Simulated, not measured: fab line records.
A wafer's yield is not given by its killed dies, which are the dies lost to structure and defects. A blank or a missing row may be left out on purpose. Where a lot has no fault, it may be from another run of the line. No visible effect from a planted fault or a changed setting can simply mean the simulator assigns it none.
Which tool is to blame? + flow n5-finfet + 27 wafers from 9 lots sampled at 5 of the route's 1938 steps

## WHAT THE GAUGES SHOWED, per wafer
N5_BEOL_M4_RC_MEAS_101. Usual: DIBL_N 35.8 mV/V, standard deviation 1.6; DIBL_P 36.0 mV/V, standard deviation 2.1; IOFF_N 0.153 nA/um, standard deviation 0.026; IOFF_P 0.21 nA/um, standard deviation 0.037; ION_N 673 uA/um, standard deviation 11; ION_P 462 uA/um, standard deviation 7.6; SS_N 71.4 mV/dec, standard deviation 0.53; SS_P 73.2 mV/dec, standard deviation 0.67; VT_N 250 mV, standard deviation 3.2; VT_P -250 mV, standard deviation 3.7.
| lot  | measured     | on        | DIBL_N (mV/V)  | DIBL_P (mV/V)  | IOFF_N (nA/um)    | IOFF_P (nA/um) | ION_N (uA/um) | ION_P (uA/um) | SS_N (mV/dec)  | SS_P (mV/dec)  | VT_N (mV)   | VT_P (mV)      | flag |
|------|--------------|-----------|----------------|----------------|-------------------|----------------|---------------|---------------|----------------|----------------|-------------|----------------|------|
| L932 | day 8 09:25  | prober-02 | 35.3 37.4 35.5 | 36.1 37.9 35.7 | 0.139 0.165 0.137 | 0.18 0.20 0.18 | 670 675 673   | 453 460 456   | 71.1 71.7 71.6 | 73.2 73.4 72.4 | 252 250 253 | -255 -250 -252 |      |
| L933 | day 8 23:57  | prober-01 | 36.7 37.7 35.7 | 38.9 40.2 37.7 | 0.176 0.201 0.146 | 0.28 0.32 0.26 | 693 682 673   | 472 477 470   | 71.4 72.1 71.0 | 74.1 74.1 73.2 | 250 246 252 | -243 -240 -244 |      |
| L942 | day 11 05:25 | prober-01 | 35.2 37.1 36.0 | 36.0 39.2 37.5 | 0.160 0.186 0.160 | 0.18 0.24 0.22 | 670 670 675   | 455 452 460   | 71.9 71.4 71.9 | 73.3 74.0 73.7 | 251 246 249 | -252 -250 -251 |      |
| L945 | day 11 09:40 | prober-02 | 38.2 36.9 35.5 | 38.4 36.4 36.7 | 0.195 0.161 0.151 | 0.25 0.22 0.23 | 687 676 679   | 470 463 468   | 71.4 71.7 71.4 | 74.1 73.1 73.3 | 247 248 249 | -247 -247 -247 |      |
| L948 | day 12 11:53 | prober-01 | 35.1 35.1 37.1 | 36.0 35.8 38.2 | 0.145 0.148 0.178 | 0.19 0.19 0.22 | 665 671 678   | 459 458 460   | 70.7 71.4 72.4 | 73.7 72.8 74.1 | 251 249 249 | -252 -250 -252 |      |
| L949 | day 12 10:37 | prober-02 | 35.1 35.8 32.7 | 34.1 34.5 30.9 | 0.127 0.131 0.093 | 0.16 0.16 0.12 | 657 661 662   | 454 452 448   | 71.6 71.3 70.3 | 72.5 72.6 71.9 | 253 254 259 | -257 -257 -255 |      |
| L951 | day 12 21:25 | prober-02 | 33.9 35.2 35.8 | 35.1 36.3 37.1 | 0.134 0.168 0.181 | 0.19 0.23 0.23 | 659 673 680   | 463 466 460   | 70.9 71.8 72.2 | 73.0 73.2 73.5 | 254 248 249 | -250 -246 -246 |      |
| L952 | day 13 14:24 | prober-02 | 37.5 38.3 38.3 | 38.2 39.0 38.8 | 0.156 0.157 0.167 | 0.21 0.24 0.22 | 668 672 674   | 458 469 458   | 71.6 71.8 71.5 | 73.6 74.3 73.8 | 251 252 248 | -251 -250 -249 |      |
| L954 | day 13 18:08 | prober-01 | 38.3 34.6 35.0 | 36.3 32.5 33.8 | 0.182 0.124 0.136 | 0.21 0.17 0.18 | 675 668 665   | 454 456 461   | 71.5 71.3 71.1 | 73.9 72.6 73.1 | 248 254 249 | -251 -253 -253 |      |

## TOOL THAT RAN EACH LOT (tool first, then ch and the chambers of the sampled wafers, then the start)
| lot  | N5_BEOL_M0_SAQP_RECESS_109         | N5_BEOL_M0_SAQP_MANDREL2_REMOVE_110 | N5_BEOL_M0_SAQP_ETCH_73            | N5_BEOL_M0_SAQP_ALD_48            |
|------|------------------------------------|-------------------------------------|------------------------------------|-----------------------------------|
| L932 | vapor-etch-01 ch 1, day 5 18:44    | rie-si-04 ch 0,1,3, day 5 19:31     | rie-diel-02 ch 0,2,3, day 5 20:07  | ald-sin-03 ch 0,3, day 5 20:20    |
| L933 | vapor-etch-01 ch 0,1, day 6 05:24  | rie-si-01 ch 1,2, day 6 06:15       | rie-diel-03 ch 1,2,3, day 6 06:58  | ald-sin-02 ch 0,2, day 6 07:12    |
| L942 | vapor-etch-01 ch 0,1, day 8 12:58  | rie-si-04 ch 0,2, day 8 17:55       | rie-diel-02 ch 0,1,2, day 8 18:38  | ald-sin-02 ch 0,1,2, day 8 18:52  |
| L945 | vapor-etch-02 ch 1, day 9 02:46    | rie-si-01 ch 0,1,2, day 9 03:33     | rie-diel-03 ch 0,1,2, day 9 04:10  | ald-sin-04 ch 0,3, day 9 04:26    |
| L948 | vapor-etch-01 ch 0,1, day 9 22:16  | rie-si-01 ch 0,2,3, day 9 23:02     | rie-diel-04 ch 1,2, day 9 23:45    | ald-sin-04 ch 0,1,3, day 10 00:14 |
| L949 | vapor-etch-02 ch 0,1, day 9 22:52  | rie-si-06 ch 0,1,3, day 9 23:41     | rie-diel-04 ch 0,1,2, day 10 00:16 | ald-sin-03 ch 0,1,2, day 10 00:30 |
| L951 | vapor-etch-01 ch 0,1, day 10 13:49 | rie-si-01 ch 1,2, day 10 14:36      | rie-diel-03 ch 2,3, day 10 15:19   | ald-sin-04 ch 1,2, day 10 15:33   |
| L952 | vapor-etch-02 ch 0,1, day 10 20:39 | rie-si-04 ch 1,2,3, day 10 21:33    | rie-diel-03 ch 1,2, day 10 22:09   | ald-sin-03 ch 0,2,3, day 10 22:23 |
| L954 | vapor-etch-02 ch 0,1, day 11 11:26 | rie-si-04 ch 1,2, day 11 12:32      | rie-diel-02 ch 0,1,2, day 11 13:17 | ald-sin-02 ch 1,3, day 11 13:31   |
- N5_BEOL_M0_SAQP_RECESS_109: chemistry HF/NH3, target SiO2, target depth 3 nm, afs cycles 1, sublimation time 60 s.
- N5_BEOL_M0_SAQP_MANDREL2_REMOVE_110: chemistry HBr/Cl2/O2, target a-Si, stops on SiCN, bt time 10 s.
- N5_BEOL_M0_SAQP_ETCH_73: etches SiARC in CF4, target depth 19.5 nm, time 32.5 s.
- N5_BEOL_M0_SAQP_ALD_48: deposits SiO2, target thk 20 nm, pulse time 1 s, co reactant pulse time 1 s.

## AS READ BY THE TOOLS THEMSELVES (means over the sampled wafers that have a number; for cases with no such wafer, the mark the record gives instead)
N5_BEOL_M0_SAQP_RECESS_109. Usual: drypump-motor-current-A 5.4 A, standard deviation 0.5; foreline-p-Torr 0.1279 Torr, standard deviation 0.00061; sublimation-temp-c 180.00 C, standard deviation 0.19.
| lot  | tool          | drypump-motor-current-A (A) | foreline-p-Torr (Torr) | sublimation-temp-c (C) | flag |
|------|---------------|-----------------------------|------------------------|------------------------|------|
| L932 | vapor-etch-01 | 6.1                         | 0.1279                 | 180.11                 |      |
| L933 | vapor-etch-01 | 5.8                         | 0.1279                 | 180.01                 |      |
| L942 | vapor-etch-01 | 5.8                         | 0.1281                 | 180.01                 |      |
| L945 | vapor-etch-02 | 4.7                         | 0.1281                 | 179.88                 |      |
| L948 | vapor-etch-01 | 5.9                         | 0.1279                 | 179.97                 |      |
| L949 | vapor-etch-02 | 5.0                         | 0.1278                 | 180.05                 |      |
| L951 | vapor-etch-01 | 5.9                         | 0.1286                 | 179.85                 |      |
| L952 | vapor-etch-02 | 5.0                         | 0.1274                 | 179.79                 |      |
| L954 | vapor-etch-02 | 5.0                         | 0.1281                 | 179.94                 |      |

N5_BEOL_M0_SAQP_MANDREL2_REMOVE_110. Usual: chamber-pressure-mTorr 10.000 mTorr, standard deviation 0.0079; drypump-motor-current-A 5.7 A, standard deviation 0.5; he-backside-leak-sccm 2.61 sccm, standard deviation 0.3; oes-product-au 0.997 a.u., standard deviation 0.0089; throttle-valve-pct 36.7 %, standard deviation 0.37.
| lot  | tool      | chamber-pressure-mTorr (mTorr) | drypump-motor-current-A (A) | he-backside-leak-sccm (sccm) | oes-product-au (a.u.) | throttle-valve-pct (%) | flag |
|------|-----------|--------------------------------|-----------------------------|------------------------------|-----------------------|------------------------|------|
| L932 | rie-si-04 | 10.002                         | 5.2                         | 2.77                         | 0.989                 | 36.8                   |      |
| L933 | rie-si-01 | 9.998                          | 5.8                         | 2.63                         | 1.003                 | 36.5                   |      |
| L942 | rie-si-04 | 9.999                          | 5.7                         | 2.55                         | 1.004                 | 36.8                   |      |
| L945 | rie-si-01 | 9.990                          | 5.7                         | 2.58                         | 1.002                 | 36.4                   |      |
| L948 | rie-si-01 | 9.995                          | 5.8                         | 2.67                         | 1.008                 | 36.7                   |      |
| L949 | rie-si-06 | 10.004                         | 5.9                         | 2.64                         | 0.986                 | 36.8                   |      |
| L951 | rie-si-01 | 10.009                         | 5.8                         | 2.65                         | 0.996                 | 36.5                   |      |
| L952 | rie-si-04 | 9.998                          | 5.3                         | 2.60                         | 1.004                 | 36.6                   |      |
| L954 | rie-si-04 | 9.994                          | 5.6                         | 2.78                         | 1.011                 | 36.5                   |      |

N5_BEOL_M0_SAQP_ETCH_73. Usual: chamber-pressure-mTorr 40.00 mTorr, standard deviation 0.036; drypump-motor-current-A 5.8 A, standard deviation 0.48; etch-rf-on-time-s 32.4 s, standard deviation 0.62; oes-product-au 0.63 a.u., standard deviation 0.036; rf-vpp-V 183.9 V, standard deviation 1.2; showerhead-plenum-p-Torr 2.13 Torr, standard deviation 0.068; throttle-valve-pct 15.65 %, standard deviation 0.14.
| lot  | tool        | chamber-pressure-mTorr (mTorr) | drypump-motor-current-A (A) | etch-rf-on-time-s (s) | oes-product-au (a.u.) | rf-vpp-V (V) | showerhead-plenum-p-Torr (Torr) | throttle-valve-pct (%) | flag |
|------|-------------|--------------------------------|-----------------------------|-----------------------|-----------------------|--------------|---------------------------------|------------------------|------|
| L932 | rie-diel-02 | 39.99                          | 5.9                         | 32.9                  | 0.64                  | 185.9        | 2.20                            | 15.61                  |      |
| L933 | rie-diel-03 | 39.95                          | 5.7                         | 32.7                  | 0.63                  | 182.8        | 2.10                            | 15.62                  |      |
| L942 | rie-diel-02 | 40.00                          | 5.8                         | 33.2                  | 0.65                  | 184.3        | 2.15                            | 15.54                  |      |
| L945 | rie-diel-03 | 40.02                          | 5.9                         | 32.4                  | 0.61                  | 183.2        | 2.09                            | 15.67                  |      |
| L948 | rie-diel-04 | 40.02                          | 5.8                         | 31.6                  | 0.63                  | 185.0        | 2.19                            | 15.69                  |      |
| L949 | rie-diel-04 | 40.02                          | 5.9                         | 31.8                  | 0.62                  | 184.3        | 2.13                            | 15.80                  |      |
| L951 | rie-diel-03 | 40.01                          | 5.3                         | 32.5                  | 0.61                  | 183.4        | 2.09                            | 15.61                  |      |
| L952 | rie-diel-03 | 40.01                          | 6.1                         | 32.5                  | 0.61                  | 183.3        | 2.11                            | 15.66                  |      |
| L954 | rie-diel-02 | 39.99                          | 5.8                         | 33.1                  | 0.64                  | 184.5        | 2.15                            | 15.58                  |      |

N5_BEOL_M0_SAQP_ALD_48. Usual: heater-power-w 80 W, standard deviation 8.4; precursor-pulse-height-rel 1.000, standard deviation 0.019.
| lot  | tool       | heater-power-w (W) | precursor-pulse-height-rel | flag |
|------|------------|--------------------|----------------------------|------|
| L932 | ald-sin-03 | 84                 | 1.013                      |      |
| L933 | ald-sin-02 | 73                 | 0.981                      |      |
| L942 | ald-sin-02 | 78                 | 1.016                      |      |
| L945 | ald-sin-04 | 62                 | 1.014                      |      |
| L948 | ald-sin-04 | 68                 | 1.008                      |      |
| L949 | ald-sin-03 | 85                 | 1.025                      |      |
| L951 | ald-sin-04 | 87                 | 1.008                      |      |
| L952 | ald-sin-03 | 83                 | 1.003                      |      |
| L954 | ald-sin-02 | 82                 | 1.012                      |      |

## THE ANSWER, worked out from the rows above alone
Rule: a lot is off if the mean of its wafers that have a number lies more than 3 standard deviations from the usual mean. Also off: a lot with no number at a reading for which 4 or more lots have one. The other lots that the step has rows for count as sound. Order of review: gauges by route order, followed by the tools' own readings, for which a lot's mean as printed above is used. The first step at which some lot is off is used, and at that step the reading that is off furthest; a lot without a number counts as furthest.
No lot is off at any reading shown: from this, nothing can be told.

## WHAT HAD BEEN PUT IN BY THE SIMULATOR
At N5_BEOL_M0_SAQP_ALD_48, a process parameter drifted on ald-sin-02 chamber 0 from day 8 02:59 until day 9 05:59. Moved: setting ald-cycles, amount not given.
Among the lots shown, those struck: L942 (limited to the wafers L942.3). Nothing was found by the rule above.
